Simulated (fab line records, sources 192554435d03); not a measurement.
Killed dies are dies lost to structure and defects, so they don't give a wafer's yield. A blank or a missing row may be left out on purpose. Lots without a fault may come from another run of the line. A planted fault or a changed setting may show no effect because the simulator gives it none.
One fault seen from 3 desks | flow n5_finfet | each desk has only its own numbers; what lay behind them comes last

THE DEFECT DESK
What the inspections along the route counted, lot by lot: means of the sampled wafers that have a number. A lot is out of limits, marked OUT, if its mean lies more than 4 standard deviations from the usual mean; the brackets give that distance.
Columns: A = raw_defect_count at N5_BEOL_M14_INSPECT_55, usual 65
lot  | first seen here | A
L296 | day 11 04:49    | 56
L297 | day 11 05:37    | 59
L298 | day 11 06:01    | 135
L300 | day 11 19:39    | 45
L302 | day 12 06:30    | 57
L301 | day 12 07:19    | 88
L306 | day 13 22:44    | 61
L310 | day 14 17:46    | 94
L313 | day 15 00:44    | 48
L316 | day 16 09:01    | 38
L317 | day 17 02:34    | 64
This desk's finding: nothing out of limits on any of the 11 lots.

THE TOOL OWNER'S DESK: litho_track-03
The tool's own readings at N5_BEOL_M15_COAT_60 (time 60 s, resist thk 89 nm): means of the sampled wafers that have a number, for each lot that ran on this tool. A lot is out of limits, marked OUT, if its mean lies more than 4 standard deviations from the usual mean; the brackets give that distance.
Columns: A = dispense_pressure_kPa at N5_BEOL_M15_COAT_60, usual 50.3 kPa; B = spin_speed_rpm at N5_BEOL_M15_COAT_60, usual 1500.1 rpm
lot  | first seen here | A    | B
L300 | day 11 21:40    | 48.0 | 1500.6
L306 | day 14 00:30    | 48.1 | 1500.2
L310 | day 14 20:10    | 48.1 | 1400.8 (-99 or more) OUT
L313 | day 15 02:32    | 48.0 | 1401.5 (-99) OUT
This desk's finding: out of limits on L310, L313; first on L310, day 14 20:10 (spin_speed_rpm at N5_BEOL_M15_COAT_60). In limits: L300, L306.

THE METROLOGY DESK
What the gauges read, lot by lot, whatever tool the lot ran on: means of the sampled wafers that have a number. A lot is out of limits, marked OUT, if its mean lies more than 4 standard deviations from the usual mean; the brackets give that distance.
Columns: A = M14_RS at N5_BEOL_M14_RS_MEAS_54, usual 0.0331 ohm/sq
lot  | first seen here | A
L296 | day 11 04:47    | 0.0334
L297 | day 11 05:35    | 0.0336
L298 | day 11 05:59    | 0.0325
L300 | day 11 19:38    | 0.0332
L302 | day 12 06:29    | 0.0327
L301 | day 12 07:18    | 0.0330
L306 | day 13 22:42    | 0.0335
L310 | day 14 17:44    | 0.0328
L313 | day 15 00:42    | 0.0330
L316 | day 16 08:59    | 0.0330
L317 | day 17 02:32    | 0.0333
This desk's finding: nothing out of limits on any of the 11 lots.

PUT TOGETHER
The tool owner's desk could have raised an alarm at day 14 20:10, on L310, L313.
The defect desk saw nothing out of limits.
The metrology desk saw nothing out of limits.
The defect desk has L310, L313 on record, within its limits.
The metrology desk has L310, L313 on record, within its limits.
Of the lots named, all ran N5_BEOL_M15_COAT_60 on litho_track-03.

WHAT THE SIMULATOR HAD PUT IN
Process parameter drift: litho_track-03, from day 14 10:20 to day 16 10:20, at N5_BEOL_M15_COAT_60. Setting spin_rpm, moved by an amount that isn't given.
Lots struck among those shown: L310, L313.
Hours from the fault's start to each desk's first reading out of limits: the tool owner's desk, 10.
